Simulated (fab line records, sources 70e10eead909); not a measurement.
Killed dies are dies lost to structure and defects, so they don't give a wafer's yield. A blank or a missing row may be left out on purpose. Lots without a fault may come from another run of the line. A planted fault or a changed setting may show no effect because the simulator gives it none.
Which tool did it? | flow nand_harc | 13 lots, 39 wafers sampled, at 2 steps of a route of 1302

WHAT THE GAUGES READ, wafer by wafer
NHARC_A_CONTACT_OVL_MEAS_43.
lot  | measured     | on         | overlay_x_nm (nm) | overlay_y_nm (nm)
L561 | day 21 17:41 | overlay-02 | -0.1 0.3 0.2      | -1.3 -1.5 -1.6
L562 | day 22 10:02 | overlay-02 | 1.3 0.8 0.7       | 0.4 -0.1 0.5
L563 | day 22 10:12 | overlay-01 | 0.3 0.3 0.6       | 0.8 0.8 0.9
L564 | day 22 11:36 | overlay-02 | 0.1 -0.3 0.0      | -0.9 -0.2 -1.1
L565 | day 22 21:17 | overlay-01 | 0.7 0.5 0.7       | 0.2 0.0 0.4
L566 | day 23 07:07 | overlay-02 | 1.1 0.5 0.6       | -0.1 -0.2 -0.4
L567 | day 23 07:58 | overlay-01 | -0.4 -0.7 -0.8    | -1.3 -1.6 -1.1
L569 | day 24 13:40 | overlay-01 | -0.9 -0.8 -1.0    | 0.8 0.4 0.5
L568 | day 24 14:14 | overlay-02 | 1.0 1.3 0.3       | 0.2 0.8 0.8
L573 | day 26 10:10 | overlay-01 | -0.7 -0.5 -0.4    | 0.0 -0.2 0.2
L576 | day 27 23:31 | overlay-02 | 1.4 0.7 0.3       | 0.3 0.4 0.1
L575 | day 28 00:13 | overlay-01 | -1.3 -1.2 -1.4    | -2.0 -1.9 -1.5
L582 | day 30 02:11 | overlay-01 | 0.0 0.4 -0.1      | -0.7 -0.4 -0.4

WHICH TOOL RAN EACH LOT (tool, then ch and the chambers of the sampled wafers, then the start)
lot  | NHARC_A_CONTACT_DEP_29
L561 | pecvd-04 ch 0,1,2, day 21 17:05
L562 | pecvd-01 ch 0,2, day 22 09:16
L563 | pecvd-04 ch 0,2, day 22 09:21
L564 | pecvd-01 ch 1,2, day 22 10:47
L565 | pecvd-02 ch 0,1,2, day 22 20:40
L566 | pecvd-01 ch 0, day 23 06:23
L567 | pecvd-02 ch 0,1,2, day 23 07:10
L569 | pecvd-01 ch 1,2, day 24 12:52
L568 | pecvd-02 ch 1,2, day 24 13:26
L573 | pecvd-01 ch 1,2, day 26 09:21
L576 | pecvd-04 ch 0,1,2, day 27 22:44
L575 | pecvd-01 ch 0,1,2, day 27 23:26
L582 | pecvd-04 ch 1,2, day 30 01:25
- NHARC_A_CONTACT_DEP_29: deposits SiON, target thk 100 nm.

WHAT THE TOOLS THEMSELVES READ (means of the sampled wafers that have a number; where no wafer has one, the mark that the record gives instead)
NHARC_A_CONTACT_DEP_29.
lot  | tool     | heater_power_w (W)
L561 | pecvd-04 | 675
L562 | pecvd-01 | 701
L563 | pecvd-04 | 720
L564 | pecvd-01 | 767
L565 | pecvd-02 | 723
L566 | pecvd-01 | 655
L567 | pecvd-02 | 729
L569 | pecvd-01 | 706
L568 | pecvd-02 | 723
L573 | pecvd-01 | 708
L576 | pecvd-04 | 697
L575 | pecvd-01 | 737
L582 | pecvd-04 | 776

THE ANSWER, worked out from the rows above alone
Rule: what is usual is taken from the lots themselves. Put in order of their means at a reading, lots are off if they are a third of the lots or fewer, leave a main group of 4 or more, and stand apart from it by a gap of 3 or more times the standard deviation of the main group's means; of several such gaps the widest counts. A main group whose means are all the same, to the digits that the tables above print for the reading, isn't used. A lot without any number at a reading at which 4 lots or more have one is off too. The other lots that the step has rows for count as sound. The gauges are gone through in route order, then the tools' own readings, and for those a lot's mean is taken as printed above. The first step at which some lot is off is used, and at that step the reading that is off furthest; a lot without a number counts as furthest.
No lot is off at any reading shown: from this, nothing can be told.

WHAT THE SIMULATOR HAD PUT IN
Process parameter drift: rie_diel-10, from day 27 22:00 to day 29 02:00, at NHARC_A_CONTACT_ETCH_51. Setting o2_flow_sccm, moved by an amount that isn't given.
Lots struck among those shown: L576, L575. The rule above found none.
